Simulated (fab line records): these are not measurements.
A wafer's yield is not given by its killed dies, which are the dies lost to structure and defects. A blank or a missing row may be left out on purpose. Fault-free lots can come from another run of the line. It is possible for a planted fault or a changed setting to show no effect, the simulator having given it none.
Split-lot trial / flow n5 finfet / on a route of 1938 steps: 7 lots, 21 wafers read

## THE SPLIT
At N5_BEOL_M14_TRENCH_ETCH_34 (etches SiO2 in C4F8/O2/Ar, target depth 556.65 nm, time 126.9 s), the setting time s was moved away from the recipe's 126.9 s on 8 of the 21 wafers read, by -12.8% to +22.1%. For the rest of the wafers, this setting stayed at what the recipe calls for.

## FROM THE SPLIT TO THE READING: what the file shows between them, 10 steps
- N5_BEOL_M14_STRIP_70: strips in C4F8/O2/Ar
- N5_BEOL_M14_OCD_MEAS_35
- N5_BEOL_M14_STRIP_37: strips in O2
- N5_BEOL_M14_ETCH_38: etches SiCN in CF4/N2, target depth 106.5 nm, time 120.6 s
- N5_BEOL_M14_ECD_47: material Cu, target thk 1248 nm
- N5_BEOL_M14_ANNEAL_48: time 90 s
- N5_BEOL_M14_CMP_49: polishes, stops on SiO2, t overpolish 5.2 s, target thk 560 nm
- N5_BEOL_M14_THK_MEAS_50: measures by xrf
- N5_BEOL_M14_PRE_CLEAN_52: time 15 s
- N5_BEOL_M14_DEP_53: deposits SiCN from 3MS/NH3, target thk 50 nm, time 17.8 s

## THE READING
At N5_BEOL_M14_RS_MEAS_54, a four-point-probe measurement gives M14_RS in ohm/sq. Fault-free wafers of this fab line usually give 0.0332 ohm/sq, standard deviation 0.0013 ohm/sq.

wafer=L075.1; tool, chamber at the split=rie diel-04, 2; time s as run, s=134.2; against the recipe=+5.8%; M14_RS, ohm/sq=0.0298; against lot-mates on the recipe=-0.0034
wafer=L075.5; tool, chamber at the split=rie diel-04, 0; time s as run, s=134.2; against the recipe=+5.8%; M14_RS, ohm/sq=0.0306; against lot-mates on the recipe=-0.0026
wafer=L075.6; tool, chamber at the split=rie diel-04, 3; time s as run, s=126.9; against the recipe=recipe; M14_RS, ohm/sq=0.0332; against lot-mates on the recipe=-
wafer=L080.1; tool, chamber at the split=rie diel-04, 0; time s as run, s=126.9; against the recipe=recipe; M14_RS, ohm/sq=0.0326; against lot-mates on the recipe=-
wafer=L080.3; tool, chamber at the split=rie diel-04, 1; time s as run, s=141.1; against the recipe=+11.2%; M14_RS, ohm/sq=0.0309; against lot-mates on the recipe=-0.0017
wafer=L080.4; tool, chamber at the split=rie diel-04, 3; time s as run, s=141.1; against the recipe=+11.2%; M14_RS, ohm/sq=0.0304; against lot-mates on the recipe=-0.0022
wafer=L083.2; tool, chamber at the split=rie diel-04, 3; time s as run, s=126.9; against the recipe=recipe; M14_RS, ohm/sq=0.0338; against lot-mates on the recipe=-
wafer=L083.3; tool, chamber at the split=rie diel-04, 1; time s as run, s=126.9; against the recipe=recipe; M14_RS, ohm/sq=0.0347; against lot-mates on the recipe=-
wafer=L083.5; tool, chamber at the split=rie diel-04, 3; time s as run, s=126.9; against the recipe=recipe; M14_RS, ohm/sq=0.0342; against lot-mates on the recipe=-
wafer=L081.1; tool, chamber at the split=rie diel-06, 2; time s as run, s=126.9; against the recipe=recipe; M14_RS, ohm/sq=0.0318; against lot-mates on the recipe=-
wafer=L081.5; tool, chamber at the split=rie diel-06, 2; time s as run, s=154.9; against the recipe=+22.1%; M14_RS, ohm/sq=0.0258; against lot-mates on the recipe=-0.0065
wafer=L081.6; tool, chamber at the split=rie diel-06, 3; time s as run, s=126.9; against the recipe=recipe; M14_RS, ohm/sq=0.0328; against lot-mates on the recipe=-
wafer=L085.1; tool, chamber at the split=rie diel-01, 2; time s as run, s=126.9; against the recipe=recipe; M14_RS, ohm/sq=0.0345; against lot-mates on the recipe=-
wafer=L085.3; tool, chamber at the split=rie diel-01, 1; time s as run, s=126.9; against the recipe=recipe; M14_RS, ohm/sq=0.0340; against lot-mates on the recipe=-
wafer=L085.6; tool, chamber at the split=rie diel-01, 0; time s as run, s=136.9; against the recipe=+7.9%; M14_RS, ohm/sq=0.0299; against lot-mates on the recipe=-0.0044
wafer=L088.1; tool, chamber at the split=rie diel-01, 0; time s as run, s=126.9; against the recipe=recipe; M14_RS, ohm/sq=0.0320; against lot-mates on the recipe=-
wafer=L088.2; tool, chamber at the split=rie diel-01, 3; time s as run, s=126.9; against the recipe=recipe; M14_RS, ohm/sq=0.0333; against lot-mates on the recipe=-
wafer=L088.3; tool, chamber at the split=rie diel-01, 2; time s as run, s=126.9; against the recipe=recipe; M14_RS, ohm/sq=0.0347; against lot-mates on the recipe=-
wafer=L097.1; tool, chamber at the split=rie diel-04, 2; time s as run, s=126.9; against the recipe=recipe; M14_RS, ohm/sq=0.0302; against lot-mates on the recipe=-
wafer=L097.5; tool, chamber at the split=rie diel-04, 3; time s as run, s=110.6; against the recipe=-12.8%; M14_RS, ohm/sq=0.0393; against lot-mates on the recipe=+0.0091
wafer=L097.6; tool, chamber at the split=rie diel-04, 0; time s as run, s=110.6; against the recipe=-12.8%; M14_RS, ohm/sq=0.0374; against lot-mates on the recipe=+0.0072

FIT RESULTS
A straight line over all 21 wafers: M14_RS changes by -0.000349 ohm/sq for each +1% of time s; r = -0.91; the points scatter about the line by 0.0013 ohm/sq.
The same after taking each lot's own level away (the mean of its wafers on the recipe; 21 wafers): -0.000406 ohm/sq for each +1%; r = -0.91; scatter 0.0015 ohm/sq.
According to that fit, moving time s by its largest amount changes the reading by 0.009 ohm/sq.
The lots' own levels span 0.03020 to 0.03425 ohm/sq, that is 3.1 times the standard deviation above.
So the slope is not independent of the lot-to-lot level: the two fits are not the same.
Check: with one of the wafers moved furthest among these (+22.1%) left out of the fit, the line predicts -0.00978 ohm/sq for it against its lot-mates. It came out at -0.0065 ohm/sq against them.

## THE OTHER SPLITS THESE WAFERS WENT THROUGH
Note: prior to the reading, these wafers also went through further splits. Each is held against what the fit with the lots' levels taken away leaves over:
other split on the same wafers=N5_BEOL_M14_ETCH_68 time s; wafers away from the commonest value=5; r with M14_RS (lot level and that fit taken away)=-0.14

## THE WHOLE CHAIN: every reading that the file lists as answering this split, in the file's order
step=N5_BEOL_M14_TRENCH_ETCH_34; what it does=etches SiO2 in C4F8/O2/Ar, target depth 556.65 nm, time 126.9 s; reading=etch.depth nm (the simulator's own value, which no gauge read); change (the file's fit)=+6.96 nm for each +1% of the setting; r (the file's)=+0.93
step=N5_BEOL_M14_OCD_MEAS_35; what it does=; reading=trench depth nm; change (the file's fit)=+6.94 nm for each +1% of the setting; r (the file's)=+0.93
step=N5_BEOL_M14_CMP_49; what it does=polishes, stops on SiO2, t overpolish 5.2 s, target thk 560 nm; reading=Cu_of_BEOL_M14_ECD_47.thk nm (the simulator's own value, which no gauge read); change (the file's fit)=+6.96 nm for each +1% of the setting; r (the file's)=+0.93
step=N5_BEOL_M14_THK_MEAS_50; what it does=measures by xrf; reading=M14_THK; change (the file's fit)=+7.2 for each +1% of the setting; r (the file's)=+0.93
step=N5_BEOL_M14_RS_MEAS_54; what it does=measures by four-point-probe; reading=M14_RS; change (the file's fit)=-0.000368 for each +1% of the setting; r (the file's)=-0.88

## THE FILE'S OWN FIT
M14_RS changes by -0.000368 ohm/sq for each +1% of time s, r = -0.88.
